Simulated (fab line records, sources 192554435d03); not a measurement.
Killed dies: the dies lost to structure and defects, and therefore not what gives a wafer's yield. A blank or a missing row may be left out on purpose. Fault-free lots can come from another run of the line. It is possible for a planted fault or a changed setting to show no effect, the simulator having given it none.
Which tool did it? || flow n5Finfet || Sampling: 11 lots, 33 wafers, 2 of 1938 route steps

WHAT THE GAUGES SHOWED, per wafer
N5_SD_EPI_P_OVL_MEAS_10.
{"lot": "L075", "measured": "day 3 16:04", "on": "overlay-01", "SD_P_BLK_OVL (nm)": "0.1 0.3 0.7"}
{"lot": "L077", "measured": "day 4 01:11", "on": "overlay-02", "SD_P_BLK_OVL (nm)": "-0.3 -0.5 0.1"}
{"lot": "L079", "measured": "day 4 13:07", "on": "overlay-01", "SD_P_BLK_OVL (nm)": "1.3 0.1 0.0"}
{"lot": "L081", "measured": "day 5 03:18", "on": "overlay-01", "SD_P_BLK_OVL (nm)": "1.4 0.0 1.0"}
{"lot": "L083", "measured": "day 5 12:26", "on": "overlay-01", "SD_P_BLK_OVL (nm)": "1.1 1.1 1.2"}
{"lot": "L086", "measured": "day 6 07:40", "on": "overlay-01", "SD_P_BLK_OVL (nm)": "-1.1 -1.5 -0.1"}
{"lot": "L088", "measured": "day 6 16:47", "on": "overlay-02", "SD_P_BLK_OVL (nm)": "0.3 -0.6 1.1"}
{"lot": "L090", "measured": "day 7 09:45", "on": "overlay-01", "SD_P_BLK_OVL (nm)": "0.1 0.2 0.0"}
{"lot": "L093", "measured": "day 8 01:24", "on": "overlay-01", "SD_P_BLK_OVL (nm)": "0.0 -0.2 -0.5"}
{"lot": "L095", "measured": "day 8 12:10", "on": "overlay-02", "SD_P_BLK_OVL (nm)": "0.4 0.5 0.3"}
{"lot": "L097", "measured": "day 9 01:23", "on": "overlay-02", "SD_P_BLK_OVL (nm)": "1.4 0.2 0.7"}

WHICH TOOL RAN EACH LOT (tool, then ch and the chambers of the sampled wafers, then the start)
{"lot": "L075", "N5_SD_EPI_N_SD_RECESS_17": "rieSi-03 ch 2,3, day 3 12:23"}
{"lot": "L077", "N5_SD_EPI_N_SD_RECESS_17": "rieSi-03 ch 0,1, day 3 21:37"}
{"lot": "L079", "N5_SD_EPI_N_SD_RECESS_17": "rieSi-06 ch 0,1, day 4 09:32"}
{"lot": "L081", "N5_SD_EPI_N_SD_RECESS_17": "rieSi-01 ch 0,1, day 4 23:32"}
{"lot": "L083", "N5_SD_EPI_N_SD_RECESS_17": "rieSi-06 ch 1,2, day 5 08:44"}
{"lot": "L086", "N5_SD_EPI_N_SD_RECESS_17": "rieSi-01 ch 0,1,3, day 6 03:19"}
{"lot": "L088", "N5_SD_EPI_N_SD_RECESS_17": "rieSi-03 ch 1,2,3, day 6 12:28"}
{"lot": "L090", "N5_SD_EPI_N_SD_RECESS_17": "rieSi-01 ch 0,3, day 7 05:57"}
{"lot": "L093", "N5_SD_EPI_N_SD_RECESS_17": "rieSi-06 ch 1,2, day 7 21:43"}
{"lot": "L095", "N5_SD_EPI_N_SD_RECESS_17": "rieSi-01 ch 0,1,2, day 8 07:37"}
{"lot": "L097", "N5_SD_EPI_N_SD_RECESS_17": "rieSi-01 ch 1,3, day 8 21:22"}
- N5_SD_EPI_N_SD_RECESS_17: chemistry HBr/Cl2/O2, target depth 41 nm, time 23.7 s, bt time 3 s.

THE ANSWER, worked out from the rows above alone
Rule: the usual values come from the lots themselves. Put in order of their means at a reading, lots are off if they are a third of the lots or fewer, leave a main group of 4 or more, and stand apart from it by a gap of 3 or more times the standard deviation of the main group's means; of several such gaps the widest counts. Not used: any main group whose means are identical at the precision the tables above print for the reading. A lot without any number at a reading at which 4 lots or more have one is off too. Where the step has rows for the other lots, those lots are counted as sound.
No lot is off on any of the readings shown, so nothing can be concluded from this.

WHAT THE SIMULATOR HAD PUT IN
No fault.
